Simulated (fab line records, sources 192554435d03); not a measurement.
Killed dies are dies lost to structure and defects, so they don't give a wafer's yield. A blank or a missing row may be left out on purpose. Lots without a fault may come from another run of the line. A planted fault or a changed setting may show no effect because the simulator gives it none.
Chamber matching | flow n5_finfet | N5_BEOL_M10_ETCH_61 on rie_diel-05: 4 sister chambers
The step etches SiARC in CF4, target depth 39 nm, time 65 s. 4 wafers are shown with their chamber, then 9 later ones without.

WAFERS WITH THEIR CHAMBER
wafer  | chamber | drypump_motor_current_A (A)
L091.1 | 1       | 5.8
L091.6 | 2       | 5.8
L093.1 | 3       | 6.3
L093.6 | 0       | 5.7

WAFERS WITHOUT THEIR CHAMBER
wafer  | drypump_motor_current_A (A)
L095.2 | 5.9
L095.4 | 5.8
L095.5 | 5.8
L097.2 | 5.8
L097.3 | 6.3
L097.5 | 6.2
L096.3 | 5.8
L096.4 | 5.9
L096.6 | 5.8

WHICH CHAMBER EACH WENT THROUGH
wafer  | from the rows above          | in truth
L095.2 | can't be placed: 1 or 2 or 0 | 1
L095.4 | can't be placed: 1 or 2 or 0 | 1
L095.5 | can't be placed: 1 or 2 or 0 | 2
L097.2 | can't be placed: 1 or 2 or 0 | 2
L097.3 | 3                            | 3
L097.5 | 3                            | 3
L096.3 | can't be placed: 1 or 2 or 0 | 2
L096.4 | can't be placed: 1 or 2 or 0 | 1
L096.6 | can't be placed: 1 or 2 or 0 | 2
Placed correctly: 2 of 9. Can't be placed from these rows: 7 (the true chamber is among the candidates in 7). Placed wrongly: 0.
How it was worked out, from the rows above alone: a wafer's distance from a chamber is the root of the sum, over the readings, of the square of ((its reading less the chamber's mean) divided by the reading's scatter). The wafer belongs to the nearest chamber; if the next one is less than 2 further off, it can't be placed. A chamber's mean is the mean of its shown wafers. The scatter: with one shown wafer a chamber, the root of the mean of the squares of how far each hidden wafer lies from its nearest shown one.
